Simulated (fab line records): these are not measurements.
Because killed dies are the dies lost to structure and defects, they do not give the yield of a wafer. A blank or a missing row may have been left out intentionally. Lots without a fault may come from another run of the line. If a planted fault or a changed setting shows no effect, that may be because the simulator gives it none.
fab line records	flow n5Finfet
record lots=7	wafers=39
route steps=1938 shown PMOS_HMC_CHANNEL_EPI@68 FIN_SAQP@99 SD_EPI_N@273 HKMG_FIN@386 MOL_CONTACT_COAG@559
startH: hours from the record's first day to the start of the lot's first wafer shown	waitH: hours since the lot's step before	" same as the row above	L1.1+2: several wafers, shown together as one row	- no value, or no start was given	* or withheld: withheld	< > ~ a bound
route shown NAME@n: NAME is a module with steps in the file, n the number in the route of the first one	usual: mean and standard deviation over wafers with no fault	same: alike in all rows	chamber/n: place in a boat	sites: per-site readings	_std_site: their standard deviation	_edge_site: outer sites' mean less inner sites'	radiusMm: for every site, how far away it sits from the centre of the wafer	mask NAME#n: copy n	behind: tool/chamber where the wafer was last shaped	hold: cause of the lot's hold/its duration in hours/its outcome	device: transistor that didn't switch, given as n, p or np	end of line: at the end of the route, the tests of the same wafers	a step with no rows: only its recipe	killed: at the first sort, the dies lost to defects and structure; wafer yield is something else	map: dies across one wafer; x = killed, . = not, _ = none there
set.NAME: the setting that was run; set.NAME@STEP: the one run at that earlier step	model.NAME: the simulator's own value behind a step, which no gauge read
lots with deliberately changed settings; one table per step, one row per wafer
## steps
# step N5_PMOS_HMC_CHANNEL_EPI_DESCUM_14
# recipe chemistry=O2	timeS=7.9	sourcePowerW=50	biasPowerW=20	pressureMtorr=20	rfFrequencyHz=2.712e+07	tempC=40	resist=CAR-ArF-block	o2FlowSccm=225
lot.wafer	tool	chamber	startH	waitH	set.timeS	model.CAR-ArF-block_of_PMOS_HMC_CHANNEL_EPI_COAT_03.thkNm
L078.2	rieDiel-06	3	42.47	0.0	7.9	198.6
L078.3	"	0	"	"	7.9	198.7
L078.5	"	0	"	"	7.9	199
L081.1	rieDiel-03	2	60.26	0.4	7.9	199.6
L081.2	"	1	"	"	7.9	198.2
L081.3+5	"	0,2	"	"	11.7	196.6
L081.4	"	3	"	"	11.7	196
L081.6	"	1	"	"	7.9	198.7
L085.1	rieDiel-02	0	83.22	0.0	7.9	199.8
L085.2	"	2	"	"	7.9	198.8
L085.3	"	1	"	"	7.9	199.2
L085.4	"	3	"	"	7.9	198.7
L085.5	"	0	"	"	7.9	198.6
L085.6	"	3	"	"	7.9	198.9
L088.1	rieDiel-02	3	101.35	0.1	12.21	196.3
L088.2+3	"	2,0	"	"	7.9	199.3
L088.4	"	2	"	"	7.9	199.2
L088.5	"	0	"	"	12.21	196.6
L088.6	"	3	"	"	12.21	196.5
L089.1	rieDiel-02	1	107.05	0.0	7.9	197.6
L089.2	"	3	"	"	5.182	199.9
L089.3+6	"	2,1	"	"	7.9	198.1
L089.4	"	3	"	"	5.182	199.3
L089.5	"	2	"	"	5.182	199.6
L095.1	rieDiel-03	3	144.39	0.0	7.9	198
L095.2	"	2	"	"	4.512	200.7
L095.3	"	1	"	"	4.512	200.8
L095.4	"	0	"	"	4.512	200.2
L095.5	"	3	"	"	7.9	198.3
L095.6	"	0	"	"	7.9	198.7
L096.1	rieDiel-03	2	150.67	0.0	6.175	200
L096.2	"	3	"	"	6.175	199.2
L096.3+6	"	0,1	"	"	7.9	198.4
L096.4	"	1	"	"	7.9	198.2
L096.5	"	2	"	"	6.175	199.7
# step N5_FIN_SAQP_PECVD_48
# recipe material=SiNx	targetThkA=250	tempC=400	precursor=SiH4/NH3/N2	pressureTorr=1.5	rfW=300	timeS=22.1
lot.wafer	tool	chamber	startH	waitH	set.timeS	model.SiNx_of_FIN_SAQP_PECVD_48.thkNm
L078.2	pecvd-02	1	46.34	0.0	22.1	24.59
L078.3	"	2	"	"	22.1	25.01
L078.5	"	2	"	"	22.1	25
L081.1	pecvd-04	0	64.23	0.0	22.1	24.07
L081.2	"	1	"	"	17.71	19.53
L081.3	"	2	"	"	22.1	24.05
L081.4	"	1	"	"	22.1	25.07
L081.5	"	2	"	"	17.71	19.78
L081.6	"	0	"	"	17.71	19.51
L085.1	pecvd-03	1	87.33	0.0	22.1	24.86
L085.2	"	0	"	"	22.1	25.06
L085.3	"	2	"	"	22.1	25.01
L085.4	"	0	"	"	30.84	35.35
L085.5	"	2	"	"	30.84	35.26
L085.6	"	1	"	"	30.84	35.11
L088.1	pecvd-04	1	104.86	0.0	22.1	24.76
L088.2	"	2	"	"	22.1	24.53
L088.3	"	0	"	"	27.52	30.47
L088.4	"	1	"	"	27.52	31.42
L088.5	"	0	"	"	22.1	24.79
L088.6	"	2	"	"	27.52	30.95
L089.1	pecvd-04	0	110.63	0.0	22.1	24.43
L089.2	"	2	"	"	9.656	10.57
L089.3	"	1	"	"	9.656	10.99
L089.4	"	1	"	"	22.1	25.3
L089.5	"	2	"	"	22.1	25.04
L089.6	"	0	"	"	9.656	10.41
L095.1	pecvd-03	2	148.14	0.0	29.12	32.76
L095.2	"	1	"	"	22.1	24.94
L095.3	"	0	"	"	29.12	32.98
L095.4	"	0	"	"	22.1	25.48
L095.5	"	2	"	"	29.12	33.41
L095.6	"	1	"	"	22.1	25.35
L096.1	pecvd-04	1	154.44	0.0	22.1	25.06
L096.2	"	0	"	"	8.876	9.973
L096.3	"	2	"	"	22.1	25.07
L096.4	"	2	"	"	22.1	25.19
L096.5	"	0	"	"	8.876	10.07
L096.6	"	1	"	"	8.876	10.13
# step N5_FIN_SAQP_PECVD_06
# recipe material=a-Si	targetThkA=600	tempC=400	precursor=SiH4/He	pressureTorr=3	rfW=100	timeS=48.1
# step N5_FIN_SAQP_MANDREL1_REMOVE_56
# recipe chemistry=HBr/Cl2/O2	btTimeS=10	target=a-Si	stopOn=SiNx	endpoint=OES-SiCl	overEtchFrac=1	icpW=600	biasW=22	HBr_flow_sccm=150	Cl2_flow_sccm=80	O2_flow_sccm=5	pressureMtorr=10
# step N5_FIN_SAQP_ETCH_57
# recipe chemistry=CH3F/O2	target=SiNx	maskMaterial=SiO2	targetDepthA=325	timeS=46.4	pressureMtorr=30	sourceW=395	biasW=73	Ar_flow_sccm=150	CH3F_flow_sccm=30	O2_flow_sccm=20	ionEnergyEv=120	ends=cleared
# usual etchRfOnTimeS=46.3/0.81
lot.wafer	tool	chamber	startH	waitH	set.timeS@FIN_SAQP_PECVD_48	etchRfOnTimeS	model.etch.depthNm
L078.2	rieDiel-05	0	49.36	0.0	22.1	45.4	24.55
L078.3	"	3	"	"	22.1	45.8	24.88
L078.5	"	0	"	"	22.1	46.3	24.96
L081.1	rieDiel-05	1	66.99	0.0	22.1	44.1	23.98
L081.2	"	0	"	"	17.71	36.1	19.4
L081.3	"	3	"	"	22.1	44.1	24.01
L081.4	"	2	"	"	22.1	46.3	24.98
L081.5	"	3	"	"	17.71	36.2	19.65
L081.6	"	2	"	"	17.71	36.2	19.47
L085.1	rieDiel-05	3	90.03	0.0	22.1	45.9	24.83
L085.2	"	2	"	"	22.1	46.2	24.93
L085.3	"	0	"	"	22.1	46.5	24.93
L085.4	"	1	"	"	30.84	64.7	35.35
L085.5	"	2	"	"	30.84	65.8	35.26
L085.6	"	3	"	"	30.84	64.6	35.07
L088.1	rieDiel-01	3	108.13	0.0	22.1	45.1	24.76
L088.2	"	2	"	"	22.1	45.2	24.4
L088.3	"	1	"	"	27.52	55.7	30.43
L088.4	"	0	"	"	27.52	57.5	31.33
L088.5	"	2	"	"	22.1	46.2	24.79
L088.6	"	1	"	"	27.52	56.7	30.91
L089.1	rieDiel-01	0	115.12	0.3	22.1	44.5	24.34
L089.2	"	3	"	"	9.656	19.2	10.53
L089.3	"	2	"	"	9.656	20.4	10.99
L089.4	"	1	"	"	22.1	46.2	25.17
L089.5	"	1	"	"	22.1	45.5	25
L089.6	"	2	"	"	9.656	19.0	10.32
L095.1	rieDiel-01	0	151.44	0.1	29.12	60.5	32.76
L095.2	"	2	"	"	22.1	46.2	24.85
L095.3	"	3	"	"	29.12	60.6	32.85
L095.4	"	1	"	"	22.1	47.0	25.45
L095.5	"	3	"	"	29.12	61.3	33.33
L095.6	"	2	"	"	22.1	46.8	25.31
L096.1	rieDiel-04	0	157.18	0.0	22.1	46.9	24.93
L096.2	"	1	"	"	8.876	18.9	9.973
L096.3	"	3	"	"	22.1	45.8	24.98
L096.4	"	1	"	"	22.1	47.2	25.16
L096.5	"	0	"	"	8.876	19.0	10.07
L096.6	"	3	"	"	8.876	18.4	9.998
# step N5_SD_EPI_N_DESCUM_14
# recipe chemistry=O2	timeS=7.9	sourcePowerW=50	biasPowerW=20	pressureMtorr=20	rfFrequencyHz=2.712e+07	tempC=40	resist=CAR-ArF-block	o2FlowSccm=225
lot.wafer	tool	chamber	startH	waitH	set.timeS	model.CAR-ArF-block_of_SD_EPI_N_COAT_03.thkNm
L078.2	rieDiel-01	0	73.37	0.7	7.9	143.6
L078.3	"	3	"	"	7.9	143
L078.5	"	1	"	"	7.9	143.4
L081.1	rieDiel-01	1	91.05	0.1	4.268	145.6
L081.2	"	0	"	"	4.268	145.4
L081.3	"	3	"	"	4.268	146
L081.4	"	2	"	"	7.9	143
L081.5	"	1	"	"	7.9	143.8
L081.6	"	2	"	"	7.9	143.6
L085.1+4+6	rieDiel-04	0,0,2	114.00	0.0	7.9	143
L085.2+5	"	1	"	"	7.9	143.6
L085.3	"	2	"	"	7.9	144
L088.1	rieDiel-04	0	132.58	0.6	7.9	144.4
L088.2	"	2	"	"	10.86	142.2
L088.3	"	3	"	"	7.9	143.8
L088.4	"	1	"	"	10.86	142
L088.5	"	3	"	"	7.9	143.4
L088.6	"	2	"	"	10.86	141.8
L089.1+5	rieDiel-01	2	140.05	0.0	7.9	143.8
L089.2	"	0	"	"	3.676	146.4
L089.3	"	1	"	"	3.676	146.6
L089.4	"	3	"	"	3.676	145.8
L089.6	"	1	"	"	7.9	144.2
L095.1+3+4+5	rieDiel-05	3,0,2,0	179.26	0.8	7.9	143.8
L095.2+6	"	2,3	"	"	7.9	143.4
L096.1	rieDiel-01	3	184.60	0.0	4.392	145.8
L096.2	"	2	"	"	7.9	143.8
L096.3	"	1	"	"	7.9	143.4
L096.4	"	0	"	"	4.392	146
L096.5	"	3	"	"	7.9	143.2
L096.6	"	0	"	"	4.392	145.6
# step N5_HKMG_FIN_HK_ALD_01
# recipe material=HfO2	targetThkA=16	tempC=withheld	aldPrecursorFamily=HfCl4	aldCoReactant=H2O	pulseTimeS=3	purgeTimeS=3	coReactantPurgeTimeS=2.5	coReactantPulseTimeS=0.3	aldCycles=30
lot.wafer	tool	chamber	startH	waitH	set.aldCycles	model.HfO2_of_HKMG_FIN_HK_ALD_01.thkNm
L078.2+3+5	aldHk-03	3,0,0	95.28	0.0	30	1.6
L081.1+2+3+4+5+6	aldHk-01	1,0,2,3,3,2	112.98	0.0	30	1.6
L085.1+4+6	aldHk-03	2,0,2	137.17	0.0	30	1.6
L085.2+3+5	"	1,3,1	"	"	16	0.8
L088.1+2+6	aldHk-02	3,1,0	155.07	0.0	40	2.2
L088.3+4+5	"	0,2,3	"	"	30	1.6
L089.1+2+5	aldHk-03	2,1,3	161.44	0.0	30	1.6
L089.3+4+6	"	0,3,0	"	"	22	1.2
L095.1+2+5	aldHk-01	2,0,1	203.74	0.0	42	2.2
L095.3+4+6	"	3,1,2	"	"	30	1.6
L096.1+2+4	aldHk-01	1,3,2	213.75	0.0	38	2
L096.3+5+6	"	0,2,1	"	"	30	1.6
# step N5_HKMG_FIN_HK_ANNEAL_02
# recipe tempC=700	timeS=30	ambient=N2	idleTempC=600	rampUpCPerS=150	rampDownCPerS=60	coolToC=600
# step N5_HKMG_FIN_ALD_74
# recipe material=La2O3	targetThkA=5	tempC=250	aldPrecursorFamily=La-Cp	aldCoReactant=O3	pulseTimeS=6	coReactantPulseTimeS=1	purgeTimeS=3	coReactantPurgeTimeS=3
# step N5_HKMG_FIN_WET_ETCH_82
# recipe chemistry=dHCl	mix=1:10000	tempC=25	target=La2O3	stopOn=HfO2	targetDepthNm=2	dry=ipaMarangoni	rinseTimeS=30	rinseTempC=23
# step N5_HKMG_FIN_ALD_36
# recipe material=TiN	targetThkA=10	tempC=400	aldPrecursorFamily=TiCl4	aldCoReactant=NH3	pulseTimeS=1	purgeTimeS=3	coReactantPurgeTimeS=2	coReactantPulseTimeS=2	aldCycles=47	pressureTorr=3
# step N5_HKMG_FIN_THK_MEAS_70
# recipe thkMeasGauge=xrf	reads=HfO2_of_HKMG_FIN_HK_ALD_01
# usual HK_THK=1.576/0.022
lot.wafer	tool	chamber	startH	waitH	set.aldCycles@HKMG_FIN_HK_ALD_01	HK_THK[nm]
L078.2	filmMetro-01	-	98.79	0.2	30	1.580
L078.3	"	-	"	"	30	1.572
L078.5	"	-	"	"	30	1.574
L081.1	filmMetro-02	-	116.42	0.2	30	1.581
L081.2	"	-	"	"	30	1.604
L081.3	"	-	"	"	30	1.579
L081.4	"	-	"	"	30	1.575
L081.5	"	-	"	"	30	1.535
L081.6	"	-	"	"	30	1.594
L085.1	filmMetro-01	-	140.82	0.2	30	1.590
L085.2	"	-	"	"	16	0.848
L085.3	"	-	"	"	16	0.844
L085.4	"	-	"	"	30	1.592
L085.5	"	-	"	"	16	0.843
L085.6	"	-	"	"	30	1.590
L088.1	filmMetro-01	-	158.74	0.2	40	2.118
L088.2	"	-	"	"	40	2.122
L088.3	"	-	"	"	30	1.569
L088.4	"	-	"	"	30	1.567
L088.5	"	-	"	"	30	1.577
L088.6	"	-	"	"	40	2.097
L089.1	filmMetro-02	-	165.29	0.2	30	1.578
L089.2	"	-	"	"	30	1.591
L089.3	"	-	"	"	22	1.150
L089.4	"	-	"	"	22	1.146
L089.5	"	-	"	"	30	1.568
L089.6	"	-	"	"	22	1.173
L095.1	filmMetro-02	-	207.54	0.2	42	2.203
L095.2	"	-	"	"	42	2.183
L095.3	"	-	"	"	30	1.612
L095.4	"	-	"	"	30	1.563
L095.5	"	-	"	"	42	2.177
L095.6	"	-	"	"	30	1.543
L096.1	filmMetro-02	-	217.92	0.2	38	2.045
L096.2	"	-	"	"	38	1.985
L096.3	"	-	"	"	30	1.620
L096.4	"	-	"	"	38	1.997
L096.5	"	-	"	"	30	1.592
L096.6	"	-	"	"	30	1.613
# step N5_MOL_CONTACT_COAG_ALD_27
# recipe material=SiOC	targetThkA=170	tempC=400	aldPrecursorFamily=carbosiloxane	aldCoReactant=H2-plasma	pulseTimeS=1.5	timeS=2720	purgeTimeS=2	coReactantPurgeTimeS=2	aldCycles=340	pressureTorr=2
lot.wafer	tool	chamber	startH	waitH	set.aldCycles	model.SiOC_of_MOL_CONTACT_COAG_ALD_27.thkNm
L078.2+5	aldSin-04	1,3	119.54	0.0	340	17
L078.3	"	0	"	"	340	17.2
L081.1+5+6	aldSin-03	3,1,0	137.46	0.0	340	17
L081.2+3	"	0,2	"	"	508	25.4
L081.4	"	1	"	"	508	25.2
L085.1+3+6	aldSin-02	0,3,3	160.69	0.1	440	22
L085.2+4	"	2	"	"	340	17
L085.5	"	0	"	"	340	16.8
L088.1+2+3+4+5+6	aldSin-02	1,3,2,0,0,1	178.45	0.0	340	17
L089.1+2	aldSin-03	2,1	186.16	0.6	527	26.2
L089.3	"	0	"	"	527	26.4
L089.4+5+6	"	3,0,1	"	"	340	17
L095.1	aldSin-04	1	229.34	0.0	340	16.8
L095.2+4+5	"	0,2,0	"	"	223	11
L095.3+6	"	3	"	"	340	17
L096.1+2+5	aldSin-04	1,2,3	236.90	0.0	340	16.8
L096.3+4+6	"	3,0,0	"	"	340	17
## key
split step=N5_PMOS_HMC_CHANNEL_EPI_DESCUM_14	setting=timeS	stated=7.9	by=wafer
response step=N5_PMOS_HMC_CHANNEL_EPI_DESCUM_14	reading=model.CAR-ArF-block_of_PMOS_HMC_CHANNEL_EPI_COAT_03.thkNm	change=-0.0515	per=1%	r=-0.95
split step=N5_FIN_SAQP_PECVD_48	setting=timeS	stated=22.1	by=wafer
response step=N5_FIN_SAQP_PECVD_48	reading=model.SiNx_of_FIN_SAQP_PECVD_48.thkNm	change=+0.253	per=1%	r=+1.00
response step=N5_FIN_SAQP_ETCH_57	reading=etchRfOnTimeS	change=*	per=1%	r=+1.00
response step=N5_FIN_SAQP_ETCH_57	reading=model.etch.depthNm	change=+0.252	per=1%	r=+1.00
split step=N5_SD_EPI_N_DESCUM_14	setting=timeS	stated=7.9	by=wafer
response step=N5_SD_EPI_N_DESCUM_14	reading=model.CAR-ArF-block_of_SD_EPI_N_COAT_03.thkNm	change=-0.0478	per=1%	r=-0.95
split step=N5_HKMG_FIN_HK_ALD_01	setting=aldCycles	stated=30	by=wafer
response step=N5_HKMG_FIN_HK_ALD_01	reading=model.HfO2_of_HKMG_FIN_HK_ALD_01.thkNm	change=+0.0163	per=1%	r=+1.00
response step=N5_HKMG_FIN_THK_MEAS_70	reading=HK_THK	change=+0.0158	per=1%	r=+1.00
split step=N5_MOL_CONTACT_COAG_ALD_27	setting=aldCycles	stated=340	by=wafer
response step=N5_MOL_CONTACT_COAG_ALD_27	reading=model.SiOC_of_MOL_CONTACT_COAG_ALD_27.thkNm	change=+0.17	per=1%	r=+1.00
